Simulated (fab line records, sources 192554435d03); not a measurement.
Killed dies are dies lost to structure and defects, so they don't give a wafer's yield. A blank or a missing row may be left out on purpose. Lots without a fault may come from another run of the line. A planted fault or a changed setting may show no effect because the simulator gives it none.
Chamber matching | flow n5_finfet | N5_ILD0_CMP_07 on cmp-03: 4 sister chambers
The step polishes SiO2 flowable, stops on poly-Si, t overpolish 1.18 s, target thk 138.88 nm. 8 wafers are shown with their chamber, then 7 later ones without.

WAFERS WITH THEIR CHAMBER
wafer  | chamber | motor_current_A (A)
L088.5 | 0       | 12.2
L089.4 | 2       | 12.5
L089.5 | 1       | 12.6
L092.1 | 1       | 11.8
L092.2 | 3       | 11.0
L092.3 | 2       | 12.5
L093.1 | 0       | 11.3
L093.2 | 3       | 10.8

WAFERS WITHOUT THEIR CHAMBER
wafer  | motor_current_A (A)
L093.4 | 12.4
L096.2 | 11.9
L096.3 | 11.9
L096.5 | 10.8
L097.2 | 13.1
L097.4 | 11.1
L097.6 | 11.0

WHICH CHAMBER EACH WENT THROUGH
wafer  | from the rows above               | in truth
L093.4 | can't be placed: 2 or 1 or 0      | 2
L096.2 | can't be placed: 0 or 1 or 2 or 3 | 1
L096.3 | can't be placed: 0 or 1 or 2 or 3 | 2
L096.5 | can't be placed: 3 or 0           | 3
L097.2 | can't be placed: 2 or 1 or 0      | 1
L097.4 | can't be placed: 3 or 0           | 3
L097.6 | can't be placed: 3 or 0           | 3
Placed correctly: 0 of 7. Can't be placed from these rows: 7 (the true chamber is among the candidates in 7). Placed wrongly: 0.
How it was worked out, from the rows above alone: a wafer's distance from a chamber is the root of the sum, over the readings, of the square of ((its reading less the chamber's mean) divided by the reading's scatter). The wafer belongs to the nearest chamber; if the next one is less than 2 further off, it can't be placed. A chamber's mean is the mean of its shown wafers. The scatter: the root of (the sum of the squares of (reading less its chamber's mean) over the shown wafers, divided by (wafers less chambers)).
